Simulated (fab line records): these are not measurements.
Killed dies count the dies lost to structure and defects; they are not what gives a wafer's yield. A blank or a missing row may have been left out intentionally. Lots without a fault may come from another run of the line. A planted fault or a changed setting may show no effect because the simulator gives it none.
Chamber matching || flow nand_harc || NHARC_A_BONDPAD_CMP_19 on cmp-04: 4 sister chambers
The step polishes, t overpolish 30 s, cu recess touch 16 s, target thk 169.82 nm. 14 wafers are shown with their chamber, then 7 later ones without.

WAFERS PAIRED WITH THEIR CHAMBERS
{"wafer": "L106.1", "chamber": 3, "motor_current_A (A)": 11.0, "overpolish_run_s (s)": 30.002, "slurry_filter_dp_kPa (kPa)": 13.19}
{"wafer": "L106.2", "chamber": 0, "motor_current_A (A)": 12.8, "overpolish_run_s (s)": 29.999, "slurry_filter_dp_kPa (kPa)": 13.56}
{"wafer": "L106.4", "chamber": 1, "motor_current_A (A)": 12.2, "overpolish_run_s (s)": 30.019, "slurry_filter_dp_kPa (kPa)": 13.31}
{"wafer": "L104.3", "chamber": 2, "motor_current_A (A)": 12.0, "overpolish_run_s (s)": 30.004, "slurry_filter_dp_kPa (kPa)": 13.41}
{"wafer": "L104.4", "chamber": 0, "motor_current_A (A)": 12.2, "overpolish_run_s (s)": 29.984, "slurry_filter_dp_kPa (kPa)": 13.52}
{"wafer": "L104.6", "chamber": 3, "motor_current_A (A)": 11.6, "overpolish_run_s (s)": 30.002, "slurry_filter_dp_kPa (kPa)": 13.49}
{"wafer": "L109.1", "chamber": 0, "motor_current_A (A)": 11.8, "overpolish_run_s (s)": 30.001, "slurry_filter_dp_kPa (kPa)": 13.70}
{"wafer": "L109.2", "chamber": 3, "motor_current_A (A)": 11.9, "overpolish_run_s (s)": 30.000, "slurry_filter_dp_kPa (kPa)": 13.41}
{"wafer": "L109.4", "chamber": 2, "motor_current_A (A)": 11.9, "overpolish_run_s (s)": 30.010, "slurry_filter_dp_kPa (kPa)": 13.64}
{"wafer": "L110.2", "chamber": 2, "motor_current_A (A)": 12.4, "overpolish_run_s (s)": 30.002, "slurry_filter_dp_kPa (kPa)": 13.66}
{"wafer": "L110.3", "chamber": 0, "motor_current_A (A)": 11.9, "overpolish_run_s (s)": 29.995, "slurry_filter_dp_kPa (kPa)": 13.45}
{"wafer": "L110.4", "chamber": 3, "motor_current_A (A)": 11.5, "overpolish_run_s (s)": 30.007, "slurry_filter_dp_kPa (kPa)": 13.46}
{"wafer": "L115.1", "chamber": 3, "motor_current_A (A)": 12.2, "overpolish_run_s (s)": 29.999, "slurry_filter_dp_kPa (kPa)": 13.78}
{"wafer": "L115.4", "chamber": 1, "motor_current_A (A)": 12.4, "overpolish_run_s (s)": 29.993, "slurry_filter_dp_kPa (kPa)": 13.58}

SIGNATURES (averages over the wafers above)
{"reading": "motor_current_A", "chamber 0": 12.175, "chamber 1": 12.300, "chamber 2": 12.100, "chamber 3": 11.640, "scatter within a chamber": 0.397}
{"reading": "overpolish_run_s", "chamber 0": 29.99475, "chamber 1": 30.00600, "chamber 2": 30.00533, "chamber 3": 30.00200, "scatter within a chamber": 0.00764}
{"reading": "slurry_filter_dp_kPa", "chamber 0": 13.5575, "chamber 1": 13.4450, "chamber 2": 13.5700, "chamber 3": 13.4660, "scatter within a chamber": 0.169}
Rule: a wafer lies at a distance from a chamber equal to the root of the sum of squares, over the readings, of (its reading less the chamber's mean, divided by the reading's scatter). The wafer belongs to the nearest chamber; if the next one is less than 2 further off, it can't be placed. How the scatter is found: for the shown wafers, subtract from each reading the mean of its chamber, square and add these, divide the total by (wafers less chambers), then take the root.

WAFERS WITHOUT THEIR CHAMBER
{"wafer": "L115.5", "motor_current_A (A)": 11.6, "overpolish_run_s (s)": 29.992, "slurry_filter_dp_kPa (kPa)": 13.61}
{"wafer": "L116.1", "motor_current_A (A)": 11.8, "overpolish_run_s (s)": 30.009, "slurry_filter_dp_kPa (kPa)": 13.39}
{"wafer": "L116.2", "motor_current_A (A)": 12.0, "overpolish_run_s (s)": 29.997, "slurry_filter_dp_kPa (kPa)": 13.50}
{"wafer": "L116.3", "motor_current_A (A)": 11.3, "overpolish_run_s (s)": 30.007, "slurry_filter_dp_kPa (kPa)": 13.73}
{"wafer": "L117.1", "motor_current_A (A)": 11.8, "overpolish_run_s (s)": 29.979, "slurry_filter_dp_kPa (kPa)": 13.69}
{"wafer": "L117.5", "motor_current_A (A)": 11.3, "overpolish_run_s (s)": 29.993, "slurry_filter_dp_kPa (kPa)": 13.39}
{"wafer": "L117.6", "motor_current_A (A)": 12.3, "overpolish_run_s (s)": 30.010, "slurry_filter_dp_kPa (kPa)": 13.61}

THE CHAMBER EACH PASSED THROUGH
{"wafer": "L115.5", "from the rows above": "can't be placed: 0 or 3 or 2 or 1", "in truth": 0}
{"wafer": "L116.1", "from the rows above": "can't be placed: 3 or 1 or 2 or 0", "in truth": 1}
{"wafer": "L116.2", "from the rows above": "can't be placed: 0 or 3 or 2 or 1", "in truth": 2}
{"wafer": "L116.3", "from the rows above": "can't be placed: 3 or 2 or 0 or 1", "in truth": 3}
{"wafer": "L117.1", "from the rows above": "can't be placed: 0 or 3 or 2 or 1", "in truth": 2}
{"wafer": "L117.5", "from the rows above": "can't be placed: 3 or 0 or 2 or 1", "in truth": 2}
{"wafer": "L117.6", "from the rows above": "can't be placed: 2 or 1 or 0 or 3", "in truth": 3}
Placed correctly: 0 of 7. From these rows, 7 cannot be placed; in 7 the true chamber is one of the candidates. Number placed wrongly: 0.
